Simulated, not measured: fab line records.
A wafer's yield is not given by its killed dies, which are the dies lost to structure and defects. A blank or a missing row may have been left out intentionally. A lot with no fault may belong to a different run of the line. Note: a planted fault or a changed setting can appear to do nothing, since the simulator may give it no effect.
Comparing a struck lot with a sound one    flow nandHarc    11 out of 1159 route steps
Sound: the wafers L443.3, L443.5, L443.6. Struck: wafer L453.6 (L453.1, L453.3, from the same lot, were not struck and are left out); the cause is given at the end.
Per side, at each step with rows, come the tool, then ch with its chambers, and then its first start. Under that, the readings that differ: sound wafers    struck wafers    difference of the means    sigmas: that difference in standard deviations of wafers without a fault.
alike: readings with means less than 2 such deviations apart, plus words and numbers identical on both sides. not compared: withheld readings, readings lacking a value on some wafer, bounds such as >300 that could conceal the same value, and numbers that have no deviation in the record and whose values overlap.
The two part at a step that has a row with sigmas, a row that says differs or no value, or rows on one side only. Numbers that have no deviation but don't overlap get no sigmas and don't part them. Lack of a reading on every wafer of one side parts them only where that side has two or more wafers.

NHARC_P_START_INSPECT_01:
  struck on defectInspect-02, day 5 18:02; sound on defectInspect-02, day 3 06:02
  alike: rawDefectCount
then, 7 steps without rows for these wafers: NHARC_P_ZERO_WELL_PRECLEAN_00 (cleans in SPM, time 600 s); NHARC_P_ZERO_WELL_SRD_01; NHARC_P_ZERO_WELL_PECVD_02 (deposits SiO2, target thk 10 nm); NHARC_P_ZERO_WELL_DEHYDRATE_03 (time 120 s); NHARC_P_ZERO_WELL_HMDS_04 (time 30 s); NHARC_P_ZERO_WELL_COAT_64 (time 65 s); NHARC_P_ZERO_WELL_COAT_05 (resist thk 600 nm).
NHARC_P_ZERO_WELL_SOFTBAKE_06: time 70 s.
  sound on lithoTrack-03 ch 0, day 3 06:00; struck on lithoTrack-03 ch 0, day 5 18:00
reading                sound              struck  difference  sigmas
heaterPowerTotalW (W)  202.3 201.9 202.6  226.8   +24.5       +19
after that, 1 step had no rows for these wafers: NHARC_P_ZERO_WELL_EBR_07.
-- break in the record here, with 19 days between the starts of the struck wafers on either side (left off in module P_ZERO_WELL, picked up again in module END, where the first step shown is number 1159 on the route) --
NHARC_END_SORT_01:
  sound on prober-01 ch 0, day 21 14:32; struck on prober-01 ch 0, day 24 10:33
  alike: killedAtArray, killedAtOther, killedAtPeriphery, killedDies, killedOpen, killedShort

## WHERE THEY PART
Within this record, at NHARC_P_ZERO_WELL_SOFTBAKE_06 only. Later steps at which nothing parts them and some readings are alike: NHARC_END_SORT_01.

WHY: what had been put in by the simulator
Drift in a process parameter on lithoTrack-03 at NHARC_P_ZERO_WELL_SOFTBAKE_06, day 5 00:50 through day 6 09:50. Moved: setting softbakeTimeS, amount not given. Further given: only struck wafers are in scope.
